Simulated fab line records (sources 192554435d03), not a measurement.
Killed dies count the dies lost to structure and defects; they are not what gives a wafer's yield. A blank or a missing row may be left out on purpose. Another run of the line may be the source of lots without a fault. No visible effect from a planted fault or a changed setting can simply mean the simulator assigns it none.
fab line records -- flow n5_finfet
record: lots: 4, wafers: 12, last_day: 15
route steps=1938 shown HKMG_FIN@401 BEOL_M4@1111 PASSIVATION@1936
lots untouched by any fault: they come from a run of this same line in which no faults occurred
start_h: the number of hours between the record's first day and the start of the first shown wafer of the lot -- wait_h: how many hours have passed since the lot's step before this one -- " identical to the entry in the row above -- L1.1+2: a single row standing in for several wafers -- - no value, or no start given -- * or withheld: withheld -- < > ~ a bound
route shown NAME@n: NAME is a module with steps in the file, n the number in the route of the first one -- usual: mean and standard deviation over wafers with no fault -- same: alike in all rows -- chamber/n: place in a boat -- sites: each site's reading -- _std_site: their standard deviation -- _edge_site: inner sites' mean taken away from outer sites' mean -- radius_mm: for every site, how far away it sits from the centre of the wafer -- mask NAME#n: copy n -- behind: the tool/chamber that last shaped the wafer -- hold: why the lot went on hold/how many hours it stayed there/how the hold came to an end -- device: transistor that didn't switch, given as n, p or np -- end of line: the tests these same wafers got at the end of their route -- where a step has no rows: the recipe by itself -- killed: the dies lost at the first sort to structure and to defects; this is not the yield of the wafer -- map: dies across one wafer; x = killed, . = not, _ = none there
set.NAME: setting as actually run; set.NAME@STEP: the setting as run at that earlier step -- model.NAME: the simulator's own value behind a step, which no gauge read
lots at selected steps of the route; one table per step, one row per wafer
services: when a tool's chamber went out of use (start_h, in hours from the record's first day, below 0 if earlier), for how many hours, and the reason
== steps ==
step: N5_HKMG_FIN_DESCUM_53
recipe: chemistry: O2, time_s: 7.9, source_power_w: 50, bias_power_w: 20, pressure_mtorr: 20, rf_frequency_hz: 2.712e+07, temp_c: 40, resist: CAR-ArF, o2_flow_sccm: 225
step: N5_HKMG_FIN_ETCH_54
recipe: chemistry: CF4, target: SiARC, target_depth_a: 455, mask_material: CAR-ArF, time_s: 75.8, ion_energy_ev: 80, pressure_mtorr: 40, source_w: 545, bias_w: 36, Ar_flow_sccm: 100, cf4_flow_sccm: 100, ends: cleared
step: N5_HKMG_FIN_ETCH_55
recipe: chemistry: N2/H2, target: SOC, target_depth_a: 2400, temp_c: 40, time_s: 300, ion_energy_ev: 200, mask_material: SiARC, pressure_mtorr: 30, source_w: 840, bias_w: 150, n2_flow_sccm: 200, h2_flow_sccm: 200
step: N5_HKMG_FIN_STRIP_56
recipe: chemistry: N2/H2, temp_c: 40, n2_flow_sccm: 200, h2_flow_sccm: 200, rf_frequency_hz: 6e+07
step: N5_HKMG_FIN_STRIP_57
recipe: chemistry: CF4, resist: SiARC, power_w: 300, bias_power_w: 75, pressure_mtorr: 50, cf4_flow_sccm: 150, rf_frequency_hz: 6e+07
step: N5_HKMG_FIN_ETCH_58
recipe: chemistry: N2/H2, target: SOC, target_depth_a: 2158, ion_energy_ev: 50, bias_w: 13, time_s: 741, pressure_mtorr: 30, source_w: 875, n2_flow_sccm: 200, h2_flow_sccm: 200
step: N5_HKMG_FIN_STRIP_93
recipe: chemistry: N2/H2, material: SOC, time_s: 20, power_w: 500, temp_c: 40, pressure_mtorr: 50, rf_frequency_hz: 6e+07, bias_power_w: 8, h2_frac: 0.5, n2_flow_sccm: 300, h2_flow_sccm: 300
step: N5_HKMG_FIN_WET_ETCH_76
recipe: chemistry: dNH4OH, mix: 1:50, temp_c: 25, target: Al2O3, stop_on: La2O3, target_depth_nm: 2.25, dry: ipa_marangoni, rinse_time_s: 30, rinse_temp_c: 23
step: N5_HKMG_FIN_STRIP_60
recipe: chemistry: N2/H2, power_w: 2500, temp_c: 300, h2_frac: 0.65, time_s: 360, pressure_mtorr: withheld, n2_flow_sccm: 1750, h2_flow_sccm: 3250
step: N5_HKMG_FIN_WET_ETCH_77
recipe: chemistry: dHCl, mix: 1:10000, temp_c: 25, target: La2O3, stop_on: HfO2, target_depth_nm: 2
step: N5_HKMG_FIN_WET_ETCH_78
recipe: chemistry: dNH4OH, mix: 1:50, temp_c: 25, target: Al2O3, stop_on: La2O3, target_depth_nm: 4.5, dry: ipa_marangoni, rinse_time_s: 30, rinse_temp_c: 23
step: N5_HKMG_FIN_ALD_79
recipe: material: TiN, target_thk_a: 15, temp_c: 400, ald_precursor_family: TiCl4, ald_co_reactant: NH3, pulse_time_s: 1, purge_time_s: 3, co_reactant_purge_time_s: 2, co_reactant_pulse_time_s: 2, ald_cycles: 68, pressure_torr: 3
step: N5_HKMG_FIN_CVD_62
recipe: material: a-Si, target_thk_a: 30, temp_c: 500, precursor: Si2H6, pressure_torr: 1, time_s: 20.8
usual: heater_power_w: 1525/110
lot.wafer,tool,chamber,start_h,wait_h,heater_power_w,model.a-Si_of_HKMG_FIN_CVD_62.thk_nm
L271.3,thermal_cvd_si-01,1,84.53,0.2,1473,3
L271.5,thermal_cvd_si-01,0,84.53,0.2,1434,3
L271.6,thermal_cvd_si-01,2,84.53,0.2,1489,3.2
L273.1,thermal_cvd_si-02,1,96.81,0.2,1552,3
L273.2,thermal_cvd_si-02,0,96.81,0.2,1736,3
L273.4,thermal_cvd_si-02,2,96.81,0.2,1368,3
L282.2,thermal_cvd_si-02,1,158.27,0.2,1559,5.4
L282.5,thermal_cvd_si-02,2,158.27,0.2,1394,2.8
L282.6,thermal_cvd_si-02,0,158.27,0.2,1692,3
L285.1,thermal_cvd_si-02,0,169.06,0.2,1731,3
L285.2,thermal_cvd_si-02,1,169.06,0.2,1545,5.4
L285.5,thermal_cvd_si-02,2,169.06,0.2,1377,3
step: N5_HKMG_FIN_RTA_80
recipe: temp_c: withheld, time_s: 2, ambient: N2, idle_temp_c: 600, ramp_up_c_per_s: 150, ramp_down_c_per_s: 60, cool_to_c: 600
step: N5_HKMG_FIN_PRECLEAN_64
recipe: chemistry: dHF, time_s: 30, temp_c: 25, dilution: withheld
step: N5_HKMG_FIN_WET_ETCH_65
recipe: chemistry: TMAH, temp_c: 70, conc_wt_pct: 5, target: a-Si, stop_on: TiN, time_s: 49, target_depth_nm: 3
step: N5_HKMG_FIN_WET_ETCH_81
recipe: chemistry: SC1, target: TiN, stop_on: HfO2, mix: 1:1:5, temp_c: 60, time_s: 57, target_depth_nm: 6
step: N5_HKMG_FIN_WET_ETCH_82
recipe: chemistry: dHCl, mix: 1:10000, temp_c: 25, target: La2O3, stop_on: HfO2, target_depth_nm: 2, dry: ipa_marangoni, rinse_time_s: 30, rinse_temp_c: 23
step: N5_HKMG_FIN_ALD_36
recipe: material: TiN, target_thk_a: 10, temp_c: 400, ald_precursor_family: TiCl4, ald_co_reactant: NH3, pulse_time_s: 1, purge_time_s: 3, co_reactant_purge_time_s: 2, co_reactant_pulse_time_s: 2, ald_cycles: 47, pressure_torr: 3
step: N5_HKMG_FIN_PWFM_ALD_03
recipe: material: TiN, target_thk_a: 20, temp_c: 400, ald_precursor_family: TiCl4, ald_co_reactant: NH3, pulse_time_s: 1, purge_time_s: 3, co_reactant_purge_time_s: 2, co_reactant_pulse_time_s: 2, ald_cycles: 91, pressure_torr: 3
step: N5_HKMG_FIN_COAT_29
recipe: resist: SOC, temp_c: 250, time_s: 60, spin_rpm: 1500, resist_thk_nm: 300
step: N5_HKMG_FIN_COAT_30
recipe: resist: SiARC, temp_c: 220, time_s: 60, spin_rpm: 1500, resist_thk_nm: 35
step: N5_HKMG_FIN_COAT_06
recipe: resist: CAR-ArF, spin_rpm: 1500, resist_thk_nm: 90
step: N5_HKMG_FIN_EBR_08
recipe: solvent: PGMEA, ebr_width_mm: 1.5
step: N5_HKMG_FIN_SOFTBAKE_07
recipe: temp_c: 110, time_s: 60, resist: CAR-ArF
step: N5_HKMG_FIN_EXPOSE_09
recipe: mask_id: NWFM, na: 1.35, source_shape: conventional, sigma_outer: 0.8, polarization: unpolarized, dose_mj: 39.25
step: N5_HKMG_FIN_PEB_10
recipe: peb_temp_c: withheld, peb_time_s: 60, resist: CAR-ArF
step: N5_HKMG_FIN_DEVELOP_11
recipe: develop_time_s: 30, developer: TMAH, resist: CAR-ArF, dev_temp_c: 23, rinse_liquid: diw, dry: air_spin
step: N5_HKMG_FIN_DESCUM_17
recipe: chemistry: O2, time_s: 7.9, source_power_w: 50, bias_power_w: 20, pressure_mtorr: 20, rf_frequency_hz: 2.712e+07, temp_c: 40, resist: CAR-ArF, o2_flow_sccm: 225
step: N5_HKMG_FIN_ETCH_31
recipe: chemistry: CF4, target: SiARC, target_depth_a: 455, mask_material: CAR-ArF, time_s: 75.8, ion_energy_ev: 80, pressure_mtorr: 40, source_w: 545, bias_w: 36, Ar_flow_sccm: 100, cf4_flow_sccm: 100, ends: cleared
step: N5_HKMG_FIN_ETCH_32
recipe: chemistry: N2/H2, target: SOC, target_depth_a: 2400, temp_c: 40, time_s: 300, ion_energy_ev: 200, mask_material: SiARC, pressure_mtorr: 30, source_w: 840, bias_w: 150, n2_flow_sccm: 200, h2_flow_sccm: 200
step: N5_HKMG_FIN_STRIP_33
recipe: chemistry: N2/H2, temp_c: 40, n2_flow_sccm: 200, h2_flow_sccm: 200, rf_frequency_hz: 6e+07
step: N5_HKMG_FIN_STRIP_34
recipe: chemistry: CF4, resist: SiARC, power_w: 300, bias_power_w: 75, pressure_mtorr: 50, cf4_flow_sccm: 150, rf_frequency_hz: 6e+07
step: N5_HKMG_FIN_ETCH_35
recipe: chemistry: N2/H2, target: SOC, target_depth_a: 2158, ion_energy_ev: 65, bias_w: 5, source_w: 3000, time_s: 243.4, pressure_mtorr: 30, n2_flow_sccm: 200, h2_flow_sccm: 200
step: N5_HKMG_FIN_STRIP_92
recipe: chemistry: N2/H2, material: SOC, time_s: 20, power_w: 500, temp_c: 40, pressure_mtorr: 50, rf_frequency_hz: 6e+07, bias_power_w: 8, h2_frac: 0.5, n2_flow_sccm: 300, h2_flow_sccm: 300
step: N5_HKMG_FIN_WET_ETCH_18
recipe: chemistry: SC1, target: TiN, mix: 1:1:5, temp_c: *, time_s: 55, target_depth_nm: 5.2, dry: ipa_marangoni, rinse_time_s: 30, rinse_temp_c: 23
step: N5_HKMG_FIN_STRIP_19
recipe: chemistry: N2/H2, power_w: 2500, temp_c: 300, h2_frac: 0.65, time_s: 360, pressure_mtorr: withheld, n2_flow_sccm: 1750, h2_flow_sccm: 3250
step: N5_HKMG_FIN_ALD_91
recipe: material: TiN, target_thk_a: 10, temp_c: 400, ald_precursor_family: TiCl4, ald_co_reactant: NH3, pulse_time_s: 1, purge_time_s: 3, co_reactant_purge_time_s: 2, co_reactant_pulse_time_s: 2, ald_cycles: 47, pressure_torr: 3
step: N5_BEOL_M4_RC_MEAS_101
usual: DIBL_N: 35.8/1.8, DIBL_P: 35.9/2.2, EOT_P: 10.49/0.1, IGATE_P: 0.0036/0.00061, IOFF_N: 0.16/0.035, IOFF_N_85C: 3.0/0.56, IOFF_N_LIN: 0.072/0.013, IOFF_N_LONG: 5.53e-05/2.2e-06, IOFF_P: 0.21/0.04, IOFF_P_85C: 3.6/0.6, IOFF_P_LIN: 0.099/0.015, IOFF_P_LONG: 0.000108/8.2e-06, ION_N: 672/11, ION_P: 461/7.4, SS_N: 71.4/0.64, SS_P: 73.2/0.67, VT_N: 250/3.5, VT_N_LONG: 275.0/1.8, VT_N_LVT: 99/3.5, VT_P: -251/3.4, VT_P_LONG: -274.9/2.7, VT_P_LVT: -99/3.1
lot.wafer,tool,chamber,start_h,wait_h,DIBL_N[mV/V],DIBL_P[mV/V],EOT_P,IGATE_P[nA/um],IOFF_N[nA/um],IOFF_N_85C[nA/um],IOFF_N_LIN[nA/um],IOFF_N_LONG[nA/um],IOFF_P[nA/um],IOFF_P_85C[nA/um],IOFF_P_LIN[nA/um],IOFF_P_LONG[nA/um],ION_N[uA/um],ION_P[uA/um],SS_N[mV/dec],SS_P[mV/dec],VT_N[mV],VT_N_LONG[mV],VT_N_LVT[mV],VT_P[mV],VT_P_LONG[mV],VT_P_LVT[mV]
L271.3,prober-02,0,166.08,0.5,34.0,34.0,10.54,0.0034,0.12,2.4,0.059,5.46e-05,0.18,3.2,0.089,0.000111,662,454,71.3,72.9,255,275.8,104,-252,-273.4,-100
L271.5,prober-02,0,166.08,0.5,36.7,36.9,10.69,0.0037,0.16,3.2,0.076,5.32e-05,0.23,3.9,0.108,0.000106,676,465,70.9,73.5,251,274.6,99,-249,-273.0,-97
L271.6,prober-02,0,166.08,0.5,33.0,32.3,10.47,0.0046,0.11,2.3,0.058,5.47e-05,0.16,2.9,0.084,0.000114,674,460,71.3,72.9,254,278.3,102,-256,-272.8,-103
L273.1,prober-02,0,188.33,0.0,34.7,35.5,10.31,0.0044,0.14,2.8,0.066,5.51e-05,0.21,3.6,0.101,0.000116,660,466,71.8,73.4,251,273.6,102,-248,-273.4,-99
L273.2,prober-02,0,188.33,0.0,35.2,37.2,10.46,0.0042,0.17,3.2,0.076,5.55e-05,0.23,3.9,0.108,0.000111,679,472,71.8,73.9,250,274.9,98,-249,-272.5,-97
L273.4,prober-02,0,188.33,0.0,32.8,33.4,10.51,0.0036,0.12,2.5,0.059,5.59e-05,0.17,3.1,0.090,0.000117,668,463,70.9,72.6,253,276.8,101,-252,-274.1,-101
L282.2,prober-02,0,256.55,0.2,37.3,39.1,10.92,0.0006,0.00,0.0,0.000,3.07e-05,5.55,56.9,2.491,0.000738,259,581,71.2,73.7,447,479.0,297,-160,-213.3,-11
L282.5,prober-02,0,256.55,0.2,37.3,36.5,10.52,0.0032,0.17,3.3,0.077,5.54e-05,0.21,3.7,0.100,0.000106,670,459,71.1,73.5,251,275.3,97,-250,-273.9,-98
L282.6,prober-02,0,256.55,0.2,35.1,35.0,10.40,0.0043,0.13,2.7,0.064,5.41e-05,0.19,3.3,0.093,0.000108,676,464,71.3,72.9,254,277.2,100,-250,-272.0,-99
L285.1,prober-02,0,265.49,0.0,36.0,37.0,10.49,0.0037,0.15,2.9,0.070,5.59e-05,0.20,3.5,0.100,0.000114,672,468,71.1,73.3,251,273.7,100,-253,-277.4,-100
L285.2,prober-02,0,265.49,0.0,35.7,37.7,10.77,0.0009,0.00,0.0,0.000,3.03e-05,4.57,47.6,2.204,0.000735,254,584,70.6,74.2,449,474.8,298,-165,-214.5,-14
L285.5,prober-02,0,265.49,0.0,35.9,37.0,10.44,0.0041,0.14,2.9,0.069,5.62e-05,0.20,3.4,0.096,0.00011,674,468,71.6,72.6,252,273.3,100,-250,-274.5,-100
step: N5_PASSIVATION_PROBE_49
usual: defect_limited_yield: 91.0/1.5, killed_at_M0_to_M3: 34/9.1, killed_at_M4_up: 14/5.7, killed_at_contacts: 13/5.7, killed_at_front_end: 42/12, killed_at_other: 4/3.4, killed_dies: 106/17, killed_open: 70/13, killed_short: 34/7.5, sort_bin_4_leakage: 0.00/0.014, sort_bin_5_function: 5.2/0.94, sort_bin_6_memory: 3.4/0.69, sort_n_pass: 1074/17, sort_yield_pct: 91.0/1.5
same: gross_dies: 1180, killed_at_back_side: 0, sort_bin_8_speed[%]: 0
lot.wafer,tool,chamber,start_h,wait_h,defect_limited_yield[%],killed_at_M0_to_M3,killed_at_M4_up,killed_at_contacts,killed_at_front_end,killed_at_other,killed_dies,killed_open,killed_short,sort_bin_4_leakage[%],sort_bin_5_function[%],sort_bin_6_memory[%],sort_n_pass,sort_yield_pct[%]
L271.3,prober-02,-,270.20,0.1,92.2,33,11,9,39,0,92,63,28,0,4.4,3.0,1088,92.2
L271.5,prober-02,-,270.30,0.2,91.3,39,12,17,33,2,103,63,40,0,4.9,3.2,1077,91.3
L271.6,prober-02,-,270.35,0.3,93.4,29,12,3,33,1,78,45,33,0,4.1,2.5,1102,93.4
L273.1,prober-02,-,294.96,0.0,90.6,39,12,8,50,2,111,60,51,0,5.3,3.6,1069,90.6
L273.2,prober-02,-,295.01,0.1,91.2,41,11,5,45,2,104,67,37,0,4.9,3.5,1076,91.2
L273.4,prober-02,-,295.11,0.2,89.6,38,19,16,45,5,123,75,48,0,6.9,3.3,1057,89.6
L282.2,prober-02,-,356.75,0.1,91.4,30,14,9,46,3,102,69,30,91.36,5.3,3.0,0,0
L282.5,prober-02,-,356.90,0.2,89.1,37,11,15,64,2,129,92,35,0,5.6,5.0,1051,89.1
L282.6,prober-02,-,356.95,0.3,90.2,42,7,20,43,4,116,84,30,0,5.6,4.1,1064,90.2
L285.2,prober-01,-,358.54,0.1,90.3,39,21,6,43,6,115,69,45,90.25,6.7,2.8,0,0
killed by level:class
L271.3 FIN_SAQP:geometric_particle:open=13 BEOL_M0_SAQP:geometric_particle:open=9 FIN_SAQP:geometric_particle:short=8 BEOL_M1:geometric_particle:open=8 BEOL_M3:geometric_particle:open=8 MOL_CONTACT_COAG:geometric_particle:open=7 BEOL_M0_SAQP:geometric_particle:short=4 BEOL_M4:geometric_particle:short=4
L271.5 MOL_CONTACT_COAG:geometric_particle:open=15 BEOL_M0_SAQP:geometric_particle:short=13 BEOL_M0_SAQP:geometric_particle:open=10 FIN_SAQP:geometric_particle:short=7 STI_FIN_REVEAL:geometric_particle:open=5 BEOL_M1:geometric_particle:open=5 BEOL_M4:geometric_particle:open=4 STARTING-WAFER:geometric_particle:short=4
L271.6 FIN_SAQP:geometric_particle:short=14 BEOL_M1:geometric_particle:open=10 BEOL_M0_SAQP:geometric_particle:short=7 BEOL_M4:geometric_particle:open=6 STI_FIN_REVEAL:geometric_particle:open=4 DUMMY_GATE:geometric_particle:open=4 GATE_CUT:geometric_particle:short=4 BEOL_M2:geometric_particle:open=4
L273.1 BEOL_M0_SAQP:geometric_particle:short=13 FIN_SAQP:geometric_particle:short=11 BEOL_M0_SAQP:geometric_particle:open=10 BEOL_M4:geometric_particle:open=9 GATE_CUT:geometric_particle:short=8 FIN_SAQP:geometric_particle:open=6 GATE_CUT:geometric_particle:open=6 MOL_CONTACT_COAG:geometric_particle:open=6
L273.2 FIN_SAQP:geometric_particle:open=9 BEOL_M0_SAQP:geometric_particle:open=9 BEOL_M1:geometric_particle:open=9 FIN_SAQP:geometric_particle:short=8 BEOL_M3:geometric_particle:open=7 BEOL_M0_SAQP:geometric_particle:short=7 MOL_CONTACT_COAG:geometric_particle:open=5 BEOL_M4:geometric_particle:open=5
L273.4 BEOL_M0_SAQP:geometric_particle:open=13 MOL_CONTACT_COAG:geometric_particle:open=13 BEOL_M0_SAQP:geometric_particle:short=11 FIN_SAQP:geometric_particle:short=9 BEOL_M5:geometric_particle:open=8 FIN_SAQP:geometric_particle:open=7 GATE_CUT:geometric_particle:open=7 SPACER0:geometric_particle:open=5
L282.2 STI_FIN_REVEAL:geometric_particle:open=13 BEOL_M0_SAQP:geometric_particle:open=12 FIN_SAQP:geometric_particle:short=8 MOL_CONTACT_COAG:geometric_particle:open=7 BEOL_M0_SAQP:geometric_particle:short=7 FIN_SAQP:geometric_particle:open=6 BEOL_M1:geometric_particle:open=6 STI_FIN_REVEAL:geometric_particle:short=3
L282.5 STI_FIN_REVEAL:geometric_particle:open=19 FIN_SAQP:geometric_particle:open=17 MOL_CONTACT_COAG:geometric_particle:open=11 BEOL_M1:geometric_particle:open=11 FIN_SAQP:geometric_particle:short=8 BEOL_M3:geometric_particle:open=7 GATE_CUT:geometric_particle:short=6 BEOL_M0_SAQP:geometric_particle:open=6
L282.6 MOL_CONTACT_COAG:geometric_particle:open=17 BEOL_M3:geometric_particle:open=14 FIN_SAQP:geometric_particle:open=10 BEOL_M2:geometric_particle:open=10 FIN_SAQP:geometric_particle:short=8 DUMMY_GATE:geometric_particle:open=7 STI_FIN_REVEAL:geometric_particle:open=5 BEOL_M0_SAQP:geometric_particle:open=5
L285.2 FIN_SAQP:geometric_particle:short=13 BEOL_M3:geometric_particle:open=10 BEOL_M3:geometric_particle:short=9 BEOL_M4:geometric_particle:open=9 STI_FIN_REVEAL:geometric_particle:open=8 BEOL_M7:geometric_particle:open=7 MOL_CONTACT_COAG:geometric_particle:open=6 BEOL_M0_SAQP:geometric_particle:short=6
map L282.5 (x killed, . not)
_________________x.......x...________________
______________x........x.x......_____________
___________..xxx..........x........__________
__________x.............x..x........_________
________xx....x...........x....x......_______
_______..........x.....................______
______........x......x...x.............._____
_____..........x.x.................x.....____
____............x..................x......___
___....x.............x...x.........x.......__
___..x..........x..........x.x.......x...x.__
__.........x.................x...........x.._
__....................x.....x.........x....._
_.x........x.........x.......xx............x.
_...x.x....x...............x................x
_.....................x...xx..x.x............
_........x........x..........x.....x.........
_............x.xx....x..............x........
_..........................x.......x..xx.x...
_....x......x...x.......x...x..x....x........
_......x....x............x.....x.........x...
__.........x...............x..........x....._
__.....x........................x.........xx_
___.........x..x..x....x...........xx......__
___.x.....................x..x.............__
____....x......x..x.....x.........x.......___
_____....x................x.x...x..x.x...____
______................x..x............x._____
_______.x.x.....x...x.......x..........______
________x..................x...xx....._______
__________.x.......x..............x._________
___________..............x.........__________
______________...........x......_____________
_________________........x...________________
map L285.1 (x killed, . not)
_________________x....x..x...________________
______________..x.x............._____________
___________...................x....__________
__________...........x.............._________
________.............................._______
_______...x..........................x.______
______........xx.............x.xx.x....._____
_____...x.............x..................____
____.....x.x......x.............x.........___
___.......x..............................x.__
___......x...x........x....................__
__.................x..xx...............x...._
__.x...x...........................x........_
_..........x..x............x.....x.........x.
_.....................xx.x..............x....
_............x......x........................
_....x...........x.......x...............xx.x
_..x..x.xx...................x........x......
_......................x......x...x.x....x...
_...x.........................x......x..x...x
_...............x....x........x...x.xx.......
__...x......x....x.....x......x.x...x......x_
__........................x..xx..x......xx.._
___............................x...........__
___.......x....x............x.x.........x..__
____.xx...........x.......................___
_____...........x......x.x...............____
______....x...x..x.x.x.............x..x._____
_______....x....................x......______
________......x......................._______
__________.....x..x.....x..........._________
___________....x......x.........x..__________
______________....x...x........._____________
_________________..........x.________________
== services ==
tool,chamber,start_h,hours,kind
thermal_cvd_si-01,-,102.14,2.8,pm
thermal_cvd_si-02,-,134.61,0.9,repair
thermal_cvd_si-02,-,156.52,0.7,repair
== key ==
first_sign: step: N5_BEOL_M4_RC_MEAS_101, reading: IOFF_P_LIN, direction: up, sigmas: 99+, usual: 0.099, struck: 2.348
effect: step: N5_BEOL_M4_RC_MEAS_101, reading: IOFF_P, direction: up, sigmas: 99+, usual: 0.21, struck: 5.06
effect: step: N5_BEOL_M4_RC_MEAS_101, reading: VT_N_LONG, direction: up, sigmas: 99+, usual: 275.0, struck: 476.9
effect: step: N5_BEOL_M4_RC_MEAS_101, reading: IOFF_P_85C, direction: up, sigmas: 81, usual: 3.6, struck: 52.2
effect: step: N5_BEOL_M4_RC_MEAS_101, reading: IOFF_P_LONG, direction: up, sigmas: 77, usual: 0.000108, struck: 0.000737
effect: step: N5_BEOL_M4_RC_MEAS_101, reading: VT_N, direction: up, sigmas: 56, usual: 250, struck: 448
effect: step: N5_BEOL_M4_RC_MEAS_101, reading: VT_N_LVT, direction: up, sigmas: 56, usual: 99, struck: 298
effect: step: N5_BEOL_M4_RC_MEAS_101, reading: ION_N, direction: down, sigmas: 37, usual: 672, struck: 256
effect: step: N5_BEOL_M4_RC_MEAS_101, reading: VT_P_LVT, direction: up, sigmas: 28, usual: -99, struck: -12
effect: step: N5_BEOL_M4_RC_MEAS_101, reading: VT_P, direction: up, sigmas: 26, usual: -251, struck: -162
effect: step: N5_BEOL_M4_RC_MEAS_101, reading: VT_P_LONG, direction: up, sigmas: 23, usual: -274.9, struck: -213.9
effect: step: N5_BEOL_M4_RC_MEAS_101, reading: ION_P, direction: up, sigmas: 16, usual: 461, struck: 583
effect: step: N5_PASSIVATION_PROBE_49, reading: sort_bin_4_leakage, direction: up, sigmas: 99+, usual: 0.00, struck: 90.81
model_effect: step: N5_HKMG_FIN_CVD_62, value: a-Si_of_HKMG_FIN_CVD_62.thk_nm, without: 3, struck: 5.4
met_at N5_HKMG_FIN_CVD_62
struck_wafers L282.2,L285.2
onset_between 96.81 158.27
fault: kind: process_parameter_drift, tool: thermal_cvd_si-02, chamber: -, onset_h: 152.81, steps: N5_HKMG_FIN_CVD_62, channel: time_s, offset: *, shape: step, end_h: 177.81, scope: struck_wafers_only, stated: *
